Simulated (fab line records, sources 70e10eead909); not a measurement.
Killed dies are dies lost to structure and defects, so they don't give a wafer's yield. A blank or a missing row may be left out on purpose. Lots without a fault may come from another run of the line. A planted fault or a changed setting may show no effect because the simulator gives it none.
Which tool did it? | flow nand_harc | 6 lots, 18 wafers sampled, at 2 steps of a route of 1302

WHAT THE GAUGES READ, wafer by wafer
NHARC_P_ZERO_WELL_CD_MEAS_24: target cd 720 nm.
lot  | measured    | on        | cd_nm (nm)
L500 | day 2 18:52 | cd_sem-01 | 717.2 719.5 719.6
L502 | day 3 14:35 | cd_sem-01 | 720.0 719.4 720.2
L505 | day 4 22:22 | cd_sem-03 | 721.2 720.7 720.1
L509 | day 6 12:28 | cd_sem-03 | 719.7 717.7 718.6
L511 | day 7 08:38 | cd_sem-02 | 719.9 721.3 720.3
L513 | day 8 04:35 | cd_sem-03 | 711.2 710.9 710.3

WHICH TOOL RAN EACH LOT (tool, then ch and the chambers of the sampled wafers, then the start)
lot  | NHARC_P_ZERO_WELL_EXPOSE_21
L500 | krf_scanner-02 ch 0, day 2 18:43
L502 | krf_scanner-02 ch 0, day 3 14:26
L505 | krf_scanner-04 ch 0, day 4 22:13
L509 | krf_scanner-02 ch 0, day 6 12:18
L511 | krf_scanner-01 ch 0, day 7 08:28
L513 | krf_scanner-04 ch 0, day 8 04:25
- NHARC_P_ZERO_WELL_EXPOSE_21: exposes mask P NWELL, target cd 720 nm.

THE ANSWER, worked out from the rows above alone
Rule: what is usual is taken from the lots themselves. Put in order of their means at a reading, lots are off if they are a third of the lots or fewer, leave a main group of 4 or more, and stand apart from it by a gap of 3 or more times the standard deviation of the main group's means; of several such gaps the widest counts. A main group whose means are all the same, to the digits that the tables above print for the reading, isn't used. A lot without any number at a reading at which 4 lots or more have one is off too. The other lots that the step has rows for count as sound.
Off: L513, at NHARC_P_ZERO_WELL_CD_MEAS_24 (cd_nm). The main group: mean 719.7 nm, standard deviation 0.84.
A tool fits if, at a process step before that reading, it ran every lot that is off, and no sound lot after the first of them. The gauges at NHARC_P_ZERO_WELL_CD_MEAS_24 are tried like those tools. Can't be told from this: 2 tools fit, krf_scanner-04 at NHARC_P_ZERO_WELL_EXPOSE_21, cd_sem-03 at NHARC_P_ZERO_WELL_CD_MEAS_24.

WHAT THE SIMULATOR HAD PUT IN
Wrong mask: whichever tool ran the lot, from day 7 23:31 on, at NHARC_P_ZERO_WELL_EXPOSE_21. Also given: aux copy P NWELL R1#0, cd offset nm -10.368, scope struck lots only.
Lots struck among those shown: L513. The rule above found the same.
